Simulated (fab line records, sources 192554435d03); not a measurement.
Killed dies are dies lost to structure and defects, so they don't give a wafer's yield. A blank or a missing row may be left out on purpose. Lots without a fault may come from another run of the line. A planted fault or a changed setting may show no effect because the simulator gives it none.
fab line records | flow n5_finfet | part 2 of 2: steps 5 to 6 of 6
record lots=19 wafers=57 last_day=19
route steps=1938 shown BEOL_M0@718 BEOL_M1@753
lots that met no fault: from a run of the same line without faults
start_h: hours from the record's first day to the start of the lot's first wafer shown | wait_h: hours since the lot's step before | " the same as in the row above | L1.1+2: a row that stands for several wafers | - no value, or no start given | * or withheld: withheld | < > ~ a bound
route shown NAME@n: a module of which the file shows steps, and the number in the route of the first | usual: mean/standard deviation of fault-free wafers | same: alike in all rows | chamber/n: place in a boat | sites: the reading at each site | _std_site: their standard deviation | _edge_site: outer sites' mean less inner sites' | radius_mm: how far each site lies from the wafer's centre | mask NAME#n: copy n | behind: the tool/chamber that last shaped the wafer | hold: why the lot was held/for how many hours/how that ended | device: the transistor (n, p or np) that didn't switch | end of line: the same wafers' tests at the end of the route | a step without rows: its recipe alone | killed: dies lost to structure and defects at the first sort, not the wafer's yield | map: a wafer's dies, x killed, . not, _ none there
set.NAME: the setting as run; set.NAME@STEP: as run at that earlier step | model.NAME: the simulator's own value behind a step, which no gauge read
steps of the route over a sample of lots; a table a step, a row a wafer
services: from which hour (start_h, from the record's first day; less than 0 if before it) a tool's chamber was out of use, for how many hours, and why
## steps
# step N5_BEOL_M1_DESCUM_16
# recipe chemistry=O2 time_s=7 source_power_w=50 bias_power_w=20 pressure_mtorr=20 rf_frequency_hz=2.712e+07 temp_c=40 resist=CAR-EUV o2_flow_sccm=225
# usual bias_power_w=19.99/0.067 drypump_motor_current_A=5.7/0.45 oes_product_au=0.76/0.076 rf_vpp_V=243.1/1.1 showerhead_plenum_p_Torr=2.09/0.058 throttle_valve_pct=20.44/0.2
# columns lot.wafer tool chamber start_h wait_h bias_power_w drypump_motor_current_A oes_product_au rf_hours_counter_h rf_vpp_V showerhead_plenum_p_Torr throttle_valve_pct
L076.1 rie_diel-06 0 137.52 0.0 19.99 5.2 0.81 99 241.8 2.02 20.60
L076.3 " 3 " " 20.06 5.7 0.72 171 244.0 2.18 20.61
L076.6 " 0 " " 20.00 5.2 0.80 - 242.6 2.02 20.60
L077.1 rie_diel-06 0 137.75 0.1 20.02 5.2 0.81 99 244.1 2.02 20.59
L077.4 " 2 " " 20.01 5.6 0.76 165 243.9 2.17 20.39
L077.5 " 2 " " 19.90 5.6 0.75 - 244.5 2.17 20.39
L078.1 rie_diel-02 3 141.47 0.0 19.86 5.6 0.68 248 242.6 2.04 20.55
L078.3 " 2 " " 20.05 6.0 0.76 144 241.9 2.11 20.40
L078.5 " 3 " " 19.96 5.6 0.67 - 243.7 2.04 20.57
L080.2 rie_diel-05 0 160.67 0.0 19.99 5.2 0.85 76 242.7 2.03 20.07
L080.5 " 2 " " 19.96 6.2 0.85 - 243.7 2.13 20.15
L080.6 " 1 " " 20.00 5.6 0.71 - 244.5 2.15 20.29
L081.1 rie_diel-02 1 165.49 0.0 19.83 5.6 0.84 40 243.2 2.03 20.36
L081.3 " 2 " " 19.91 6.1 0.76 152 241.9 2.10 20.44
L081.6 " 0 " " 19.99 5.1 0.70 - 244.2 2.17 20.74
L082.2 rie_diel-05 2 169.35 0.0 20.02 6.2 0.85 57 242.5 2.13 20.15
L082.4 " 0 " " 20.04 5.2 0.85 79 241.6 2.03 20.08
L082.5 " 3 " " 20.06 5.1 0.67 - 243.9 2.06 20.68
L083.1 rie_diel-06 0 172.58 0.1 20.02 5.2 0.80 107 243.5 2.02 20.61
L083.4 " 3 " " 20.07 5.6 0.73 180 243.4 2.18 20.63
L083.5 " 3 " " 20.07 5.6 0.72 - 243.7 2.18 20.64
L085.1 rie_diel-06 2 191.61 0.0 19.94 5.7 0.75 178 244.3 2.17 20.42
L085.4 " 1 " " 20.00 6.5 0.67 229 241.9 2.07 20.54
L085.5 " 2 " " 19.97 5.6 0.73 - 244.5 2.16 20.40
L086.1 rie_diel-06 0 198.16 0.3 20.07 5.1 0.80 114 242.1 2.02 20.62
L086.2 " 3 " " 20.04 5.6 0.71 186 244.7 2.18 20.63
L086.4 " 1 " " 19.85 6.6 0.68 230 241.8 2.07 20.52
L088.2 rie_diel-02 1 204.67 0.0 19.91 5.7 0.84 53 242.0 2.03 20.37
L088.3 " 3 " " 20.00 5.6 0.93 5 243.2 2.04 20.12
L088.5 " 0 " " 20.00 5.1 0.69 - 243.9 2.16 20.75
L089.1 rie_diel-05 2 233.87 0.0 20.01 6.2 0.83 71 244.4 2.13 20.16
L089.3 " 0 " " 20.05 5.3 0.83 93 241.8 2.03 20.08
L089.4 " 1 " " 20.05 5.6 0.69 - 244.3 2.15 20.31
L090.4 rie_diel-06 1 234.87 0.0 20.05 6.5 0.67 239 242.5 2.06 20.54
L090.5 " 1 " " 19.96 6.5 0.67 - 241.9 2.06 20.54
L090.6 " 0 " " 20.04 5.1 0.79 - 239.8 2.02 20.64
L091.1 rie_diel-02 2 235.11 0.0 20.14 6.0 0.73 174 244.4 2.10 20.46
L091.2 " 3 " " 19.99 5.6 0.91 13 242.6 2.03 20.11
L091.4 " 2 " " 20.10 6.1 0.73 - 245.5 2.10 20.46
L093.2 rie_diel-02 1 237.83 0.0 19.89 5.6 0.82 64 242.1 2.02 20.40
L093.3 " 3 " " 20.10 5.6 0.91 15 241.6 2.03 20.13
L093.5 " 2 " " 19.99 6.0 0.74 - 242.2 2.09 20.46
L095.1 rie_diel-05 0 240.43 0.0 19.95 5.2 0.82 96 242.3 2.03 20.11
L095.3 " 1 " " 20.06 5.7 0.69 227 243.7 2.15 20.31
L095.5 " 1 " " 20.04 5.6 0.69 - 243.6 2.15 20.32
L092.4 rie_diel-02 3 240.65 0.0 19.95 5.7 0.91 - 241.8 2.03 20.13
L092.5 " 1 " " 20.02 5.7 0.82 - 243.8 2.02 20.39
L092.6 " 2 " " 19.98 6.0 0.74 - 241.7 2.09 20.47
L094.1 rie_diel-06 3 243.85 0.2 19.96 5.7 0.71 199 244.0 2.17 20.65
L094.2 " 2 " " 19.96 5.6 0.73 192 243.7 2.16 20.45
L094.3 " 0 " " 19.94 5.2 0.78 126 242.4 2.01 20.64
L096.1 rie_diel-06 3 256.28 0.0 20.08 5.6 0.70 202 245.2 2.17 20.66
L096.5 " 0 " " 19.89 5.2 0.79 - 241.8 2.01 20.66
L096.6 " 1 " " 19.94 6.5 0.66 - 243.2 2.06 20.55
L097.1 rie_diel-06 2 267.74 0.1 19.91 5.7 0.73 198 245.1 2.16 20.45
L097.3 " 3 " " 19.95 5.6 0.70 205 244.5 2.17 20.66
L097.5 " 2 " " 19.93 5.6 0.73 - 244.7 2.16 20.46
# step N5_BEOL_M1_ETCH_74
# recipe chemistry=N2/H2 target=underlayer target_depth_a=65 mask_material=CAR-EUV time_s=5.2 ion_energy_ev=200 pressure_mtorr=30 source_w=840 bias_w=150 n2_flow_sccm=200 h2_flow_sccm=200 ends=cleared
# usual drypump_motor_current_A=5.7/0.44 etch_rf_on_time_s=5.18/0.14 h2_flow_sccm=200.0/0.65 oes_product_au=0.66/0.064 rf_vpp_V=523.8/2.3 showerhead_plenum_p_Torr=2.55/0.066 throttle_valve_pct=17.91/0.23
# columns lot.wafer tool chamber start_h wait_h drypump_motor_current_A etch_rf_on_time_s h2_flow_sccm oes_product_au rf_hours_counter_h rf_vpp_V showerhead_plenum_p_Torr throttle_valve_pct
L076.1 rie_diel-06 0 137.55 0.0 5.2 5.18 200.7 0.68 99 519.0 2.47 18.08
L076.3 " 3 " " 5.7 5.42 200.2 0.62 171 526.6 2.64 17.96
L076.6 " 0 " " 5.2 5.21 200.5 0.69 - 520.0 2.47 18.09
L077.1 rie_diel-06 0 137.78 0.0 5.2 5.19 200.5 0.68 99 523.4 2.47 18.08
L077.4 " 2 " " 5.6 5.11 200.1 0.65 165 528.1 2.64 17.99
L077.5 " 2 " " 5.6 5.15 200.5 0.64 - 527.4 2.64 17.90
L078.1 rie_diel-02 3 141.50 0.0 5.6 5.12 198.8 0.57 248 522.4 2.51 18.20
L078.3 " 2 " " 6.1 4.98 199.6 0.68 144 525.3 2.55 17.76
L078.5 " 3 " " 5.6 5.03 199.9 0.58 - 523.6 2.51 18.18
L080.2 rie_diel-05 0 160.70 0.0 5.3 5.16 199.6 0.73 76 520.6 2.45 17.28
L080.5 " 2 " " 6.2 5.15 199.9 0.74 - 524.9 2.61 17.61
L080.6 " 1 " " 5.6 5.05 200.0 0.63 - 526.7 2.63 17.80
L081.1 rie_diel-02 1 165.52 0.0 5.7 5.42 200.4 0.72 40 521.6 2.50 17.86
L081.3 " 2 " " 6.1 5.04 200.1 0.66 152 525.3 2.55 17.77
L081.6 " 0 " " 5.1 5.33 200.1 0.60 - 524.9 2.61 18.14
L082.2 rie_diel-05 2 169.38 0.0 6.2 5.05 201.0 0.74 57 526.0 2.60 17.62
L082.4 " 0 " " 5.3 5.05 199.2 0.72 79 520.0 2.45 17.26
L082.5 " 3 " " 5.1 5.38 200.1 0.58 - 523.7 2.49 18.12
L083.1 rie_diel-06 0 172.62 0.0 5.2 5.26 199.0 0.67 107 520.7 2.46 18.09
L083.4 " 3 " " 5.6 5.43 199.5 0.61 180 526.1 2.63 17.96
L083.5 " 3 " " 5.7 5.47 199.6 0.61 - 526.4 2.63 17.95
L085.1 rie_diel-06 2 191.64 0.0 5.6 5.16 200.7 0.64 178 526.7 2.64 17.99
L085.4 " 1 " " 6.5 5.20 199.4 0.58 229 523.9 2.53 18.10
L085.5 " 2 " " 5.7 5.21 201.0 0.63 - 527.1 2.64 17.95
L086.1 rie_diel-06 0 198.19 0.0 5.2 5.21 199.3 0.67 114 521.3 2.46 18.11
L086.2 " 3 " " 5.6 5.36 199.5 0.61 186 525.7 2.63 17.97
L086.4 " 1 " " 6.5 5.13 200.8 0.58 230 521.7 2.53 18.13
L088.2 rie_diel-02 1 204.70 0.0 5.7 5.32 200.9 0.71 53 523.5 2.49 17.91
L088.3 " 3 " " 5.6 4.95 200.4 0.81 5 521.3 2.50 17.75
L088.5 " 0 " " 5.1 5.29 200.7 0.60 - 526.5 2.61 18.17
L089.1 rie_diel-05 2 233.90 0.0 6.2 5.03 200.5 0.72 71 524.8 2.60 17.61
L089.3 " 0 " " 5.3 5.07 201.0 0.71 93 522.7 2.44 17.29
L089.4 " 1 " " 5.6 5.04 199.8 0.61 - 523.2 2.62 17.84
L090.4 rie_diel-06 1 234.91 0.0 6.5 5.24 199.3 0.57 239 520.4 2.52 18.14
L090.5 " 1 " " 6.6 5.22 198.8 0.57 - 523.3 2.52 18.13
L090.6 " 0 " " 5.2 5.18 199.9 0.67 - 519.8 2.46 18.12
L091.1 rie_diel-02 2 235.15 0.0 6.1 5.05 199.9 0.65 174 525.1 2.54 17.83
L091.2 " 3 " " 5.6 5.02 199.9 0.80 13 524.5 2.50 17.74
L091.4 " 2 " " 6.0 5.02 199.5 0.65 - 524.7 2.54 17.82
L093.2 rie_diel-02 1 237.87 0.0 5.7 5.38 200.0 0.69 64 522.0 2.49 17.91
L093.3 " 3 " " 5.6 5.00 200.6 0.79 15 521.7 2.50 17.74
L093.5 " 2 " " 6.0 4.96 199.2 0.65 - 524.1 2.54 17.84
L095.1 rie_diel-05 0 240.46 0.0 5.2 5.11 200.3 0.70 96 519.3 2.44 17.30
L095.3 " 1 " " 5.6 5.01 199.3 0.61 227 526.0 2.62 17.83
L095.5 " 1 " " 5.6 5.02 199.5 0.60 - 527.1 2.62 17.82
L092.4 rie_diel-02 3 240.68 0.0 5.6 5.12 200.6 0.78 - 520.6 2.50 17.74
L092.5 " 1 " " 5.6 5.44 199.7 0.68 - 523.3 2.49 17.92
L092.6 " 2 " " 6.1 5.11 200.8 0.63 - 524.4 2.54 17.80
L094.1 rie_diel-06 3 243.89 0.0 5.7 5.43 199.6 0.60 199 525.1 2.62 17.99
L094.2 " 2 " " 5.6 5.22 199.0 0.63 192 527.4 2.63 18.00
L094.3 " 0 " " 5.2 5.20 200.0 0.68 126 520.6 2.45 18.11
L096.1 rie_diel-06 3 256.31 0.0 5.7 5.41 200.2 0.60 202 526.0 2.62 18.01
L096.5 " 0 " " 5.2 5.16 200.4 0.66 - 519.1 2.45 18.13
L096.6 " 1 " " 6.6 5.15 200.0 0.58 - 523.7 2.52 18.13
L097.1 rie_diel-06 2 267.77 0.0 5.6 5.11 200.5 0.63 198 526.2 2.63 18.00
L097.3 " 3 " " 5.7 5.40 201.3 0.61 205 525.1 2.62 18.00
L097.5 " 2 " " 5.6 5.10 199.9 0.62 - 529.4 2.63 18.01
## services
# columns tool chamber start_h hours kind
rie_diel-02 0 110.40 10.7 repair
rie_diel-03 - 111.08 2.8 pm
rie_diel-01 0 128.11 - clean
rie_diel-01 0 128.11 - consumable_replace:focus_ring
rie_diel-02 - 134.86 0.7 repair
rie_diel-02 3 147.66 - clean
rie_diel-02 3 147.66 - consumable_replace:focus_ring
rie_diel-02 3 147.66 33.6 scheduled_down
rie_diel-02 3 147.66 33.6 vent_cycle
rie_diel-03 0 149.41 9.5 repair
rie_diel-04 2 165.85 1.5 repair
rie_diel-04 0 170.71 17.3 repair
rie_diel-01 3 183.63 4.1 repair
pecvd-02 - 203.84 3.3 repair
rie_diel-02 3 205.74 6.4 repair
rie_diel-02 0 207.35 34.2 repair
pecvd-02 0 207.51 13.8 repair
pecvd-03 0 211.56 3.5 repair
pecvd-03 - 222.51 6.0 pm
rie_diel-01 - 238.21 2.8 pm
pecvd-04 0 245.24 6.4 repair
rie_diel-01 2 246.55 8.5 repair
rie_diel-02 - 257.56 0.3 repair
rie_diel-05 2 260.27 5.0 repair
